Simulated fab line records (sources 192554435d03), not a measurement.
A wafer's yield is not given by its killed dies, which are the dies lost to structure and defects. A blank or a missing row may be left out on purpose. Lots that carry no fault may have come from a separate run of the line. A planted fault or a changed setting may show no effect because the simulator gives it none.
Split-lot trial + flow n5Finfet + route with 1938 steps; 7 lots, 21 wafers read

## THE SPLIT
At N5_SDB_EXPOSE_08 (exposes mask SDB), the setting doseMj was moved away from the recipe's 49.6 on 5 of the 21 wafers read, by -5.2% to +6.5%. This setting was run at the recipe's value on the other wafers.

## FROM THE SPLIT TO THE READING: what the file shows between them, 2 steps
- N5_SDB_PEB_09: peb time 60 s
- N5_SDB_DEVELOP_10: develop time 30 s

## THE READING
cdNm (nm) at N5_SDB_CD_MEAS_11, where the cd target is 50 nm. Typical for fault-free wafers on this fab line: 50.3 nm, with standard deviation 0.83 nm.

| wafer  | tool, chamber at the split | doseMj as run | against the recipe | cdNm, nm | against lot-mates on the recipe |
|--------|----------------------------|---------------|--------------------|----------|---------------------------------|
| L074.2 | arfiScanner-02, 0          | 49.6          | recipe             | 50.7     | -                               |
| L074.4 | arfiScanner-02, 0          | 49.6          | recipe             | 50.3     | -                               |
| L074.6 | arfiScanner-02, 0          | 49.6          | recipe             | 50.8     | -                               |
| L076.1 | arfiScanner-02, 0          | 47            | -5.2%              | 44.2     | -5.3                            |
| L076.4 | arfiScanner-02, 0          | 49.6          | recipe             | 49.9     | -                               |
| L076.6 | arfiScanner-02, 0          | 49.6          | recipe             | 49.2     | -                               |
| L080.1 | arfiScanner-02, 0          | 49.6          | recipe             | 51.5     | -                               |
| L080.4 | arfiScanner-02, 0          | 52.8          | +6.5%              | 57.9     | +6.9                            |
| L080.5 | arfiScanner-02, 0          | 49.6          | recipe             | 50.6     | -                               |
| L083.1 | arfiScanner-02, 0          | 49.6          | recipe             | 49.8     | -                               |
| L083.3 | arfiScanner-02, 0          | 48.45         | -2.3%              | 46.9     | -2.9                            |
| L083.5 | arfiScanner-02, 0          | 49.6          | recipe             | 49.9     | -                               |
| L089.1 | arfiScanner-02, 0          | 49.6          | recipe             | 52.0     | -                               |
| L089.3 | arfiScanner-02, 0          | 49.6          | recipe             | 50.7     | -                               |
| L089.5 | arfiScanner-02, 0          | 49.6          | recipe             | 51.0     | -                               |
| L096.3 | arfiScanner-03, 0          | 49.6          | recipe             | 50.2     | -                               |
| L096.5 | arfiScanner-03, 0          | 50.64         | +2.1%              | 52.8     | +2.7                            |
| L096.6 | arfiScanner-03, 0          | 49.6          | recipe             | 50.0     | -                               |
| L097.1 | arfiScanner-03, 0          | 51.41         | +3.6%              | 55.0     | +5.0                            |
| L097.2 | arfiScanner-03, 0          | 49.6          | recipe             | 50.1     | -                               |
| L097.5 | arfiScanner-03, 0          | 49.6          | recipe             | 49.8     | -                               |

FIT RESULTS
A straight line over all 21 wafers: cdNm changes by +1.2 nm for each +1% of doseMj; r = +0.97; the points scatter about the line by 0.65 nm.
The same after taking each lot's own level away (the mean of its wafers on the recipe; 21 wafers): +1.12 nm for each +1%; r = +0.99; scatter 0.42 nm.
The reading moves by 7.2 nm for the largest change in doseMj, on that fit.
Measured against the standard deviation above, the lots' own levels, which go from 49.55 to 51.23 nm, span 2.0 times it.
So the lot-to-lot level changes the slope little: the two slopes agree.
Check: with one of the wafers moved furthest among these (+6.5%) left out of the fit, the line predicts +7.62 nm for it against its lot-mates. Against them it came out at +6.85 nm.

## OTHER SPLITS APPLIED TO THESE WAFERS
Note: prior to the reading, these wafers also went through further splits. Each is held against what the fit with the lots' levels taken away leaves over:
| other split on the same wafers   | wafers away from the commonest value | r with cdNm (lot level and that fit taken away) |
|----------------------------------|--------------------------------------|-------------------------------------------------|
| N5_WELL_APT_COAT_02 spinRpm      | 6                                    | -0.19                                           |
| N5_WELL_APT_EXPOSE_22 doseMj     | 2                                    | +0.21                                           |
| N5_FIN_SAQP_SPACER1_ALD_24 tempC | 9                                    | +0.06                                           |
| N5_FIN_SAQP_ETCH_65 timeS        | 7                                    | -0.06                                           |
| N5_FIN_CUT_CUT_ETCH_26 timeS     | 4                                    | +0.23                                           |
| N5_SD_EPI_N_PEB_07 pebTempC      | 4                                    | +0.00                                           |
| N5_SD_EPI_N_ETCH_16 targetDepthA | 9                                    | -0.25                                           |

## FILE'S OWN FIT
cdNm changes by +1.12 nm for each +1% of doseMj, r = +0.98.
